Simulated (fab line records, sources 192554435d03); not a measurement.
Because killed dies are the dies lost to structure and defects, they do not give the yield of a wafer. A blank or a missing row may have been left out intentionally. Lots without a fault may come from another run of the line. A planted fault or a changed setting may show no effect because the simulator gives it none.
Which tool is to blame?    flow n5-finfet    8 lots, 24 wafers sampled, at 6 steps of a route of 1938

== WHAT EACH GAUGE READ, for each wafer ==
N5_BEOL_M4_RC_MEAS_101.
lot   measured      on         DIBL_N (mV/V)
L382  day 9 01:53   prober-02  35.0 35.1 36.2
L385  day 9 23:53   prober-01  34.7 40.0 37.7
L389  day 11 08:01  prober-02  34.0 34.2 32.9
L391  day 13 00:28  prober-01  33.1 33.8 32.3
L394  day 13 16:12  prober-02  36.9 36.6 38.0
L399  day 14 01:58  prober-02  39.8 38.8 38.1
L401  day 14 10:26  prober-02  35.0 35.7 36.2
L404  day 16 01:31  prober-01  34.9 34.3 37.0

== WHAT TOOL EACH LOT RAN ON (gives the tool, then ch and the chambers of the sampled wafers, and finally the start) ==
lot   N5_FIN_SAQP_PECVD_48            N5_FIN_SAQP_RECESS_75              N5_FIN_SAQP_ETCH_57                N5_FIN_SAQP_RECESS_63              N5_FIN_SAQP_STRIP_70
L382  pecvd-04 ch 0,1,2, day 2 03:47  vapor-etch-02 ch 0, day 2 05:04    rie-diel-06 ch 0,1, day 2 06:25    vapor-etch-02 ch 0,1, day 2 06:38  rie-diel-01 ch 0,1, day 2 07:12
L385  pecvd-01 ch 0,1, day 2 21:45    vapor-etch-01 ch 0,1, day 2 23:02  rie-diel-01 ch 0,1,3, day 3 00:30  vapor-etch-01 ch 0,1, day 3 00:43  rie-diel-01 ch 1,3, day 3 01:16
L389  pecvd-02 ch 0,1,2, day 3 20:44  vapor-etch-02 ch 0,1, day 3 22:47  rie-diel-04 ch 1,2,3, day 4 00:06  vapor-etch-02 ch 0,1, day 4 00:26  rie-diel-01 ch 0,1,2, day 4 00:52
L391  pecvd-04 ch 0,2, day 4 09:57    vapor-etch-01 ch 0,1, day 4 11:31  rie-diel-01 ch 2,3, day 4 12:49    vapor-etch-02 ch 0,1, day 4 13:10  rie-diel-01 ch 1,2,3, day 4 13:35
L394  pecvd-04 ch 0,1, day 5 04:28    vapor-etch-02 ch 0,1, day 5 05:51  rie-diel-01 ch 2,3, day 5 07:11    vapor-etch-02 ch 0,1, day 5 07:25  rie-diel-04 ch 1,2, day 5 07:58
L399  pecvd-01 ch 0,1, day 6 10:16    vapor-etch-02 ch 0,1, day 6 11:55  rie-diel-01 ch 0,2,3, day 6 13:26  vapor-etch-02 ch 0,1, day 6 13:47  rie-diel-06 ch 0,1,2, day 6 14:16
L401  pecvd-04 ch 1,2, day 6 21:38    vapor-etch-02 ch 0,1, day 6 23:32  rie-diel-06 ch 1,3, day 7 01:17    vapor-etch-01 ch 0,1, day 7 01:33  rie-diel-01 ch 0,1,3, day 7 02:06
L404  pecvd-02 ch 1,2, day 7 16:28    vapor-etch-02 ch 0,1, day 7 18:17  rie-diel-04 ch 0,2,3, day 7 20:47  vapor-etch-01 ch 0,1, day 7 21:01  rie-diel-06 ch 2,3, day 7 21:36
- N5_FIN_SAQP_PECVD_48: deposits SiNx from SiH4/NH3/N2, target thk 25 nm, time 22.1 s.
- N5_FIN_SAQP_RECESS_75: chemistry HF/NH3, target SiO2, target depth 14.4 nm, afs cycles 3, sublimation time 60 s.
- N5_FIN_SAQP_ETCH_57: etches SiNx in CH3F/O2, target depth 32.5 nm, time 46.4 s.
- N5_FIN_SAQP_RECESS_63: chemistry HF/NH3, target SiO2, target depth 18 nm, afs cycles 3, sublimation time 60 s.
- N5_FIN_SAQP_STRIP_70: strips in N2/H2.

== THE ANSWER, worked out from the rows above alone ==
Rule: the lots themselves supply what counts as usual. Put in order of their means at a reading, lots are off if they are a third of the lots or fewer, leave a main group of 4 or more, and stand apart from it by a gap of 3 or more times the standard deviation of the main group's means; of several such gaps the widest counts. A main group whose means are all the same, to the digits that the tables above print for the reading, isn't used. Also off: a lot with no number at a reading for which 4 or more lots have one. All remaining lots with rows at the step are treated as sound.
Across all readings shown, no lot is off: no conclusion can be drawn from this.

== WHAT WAS PUT IN BY THE SIMULATOR ==
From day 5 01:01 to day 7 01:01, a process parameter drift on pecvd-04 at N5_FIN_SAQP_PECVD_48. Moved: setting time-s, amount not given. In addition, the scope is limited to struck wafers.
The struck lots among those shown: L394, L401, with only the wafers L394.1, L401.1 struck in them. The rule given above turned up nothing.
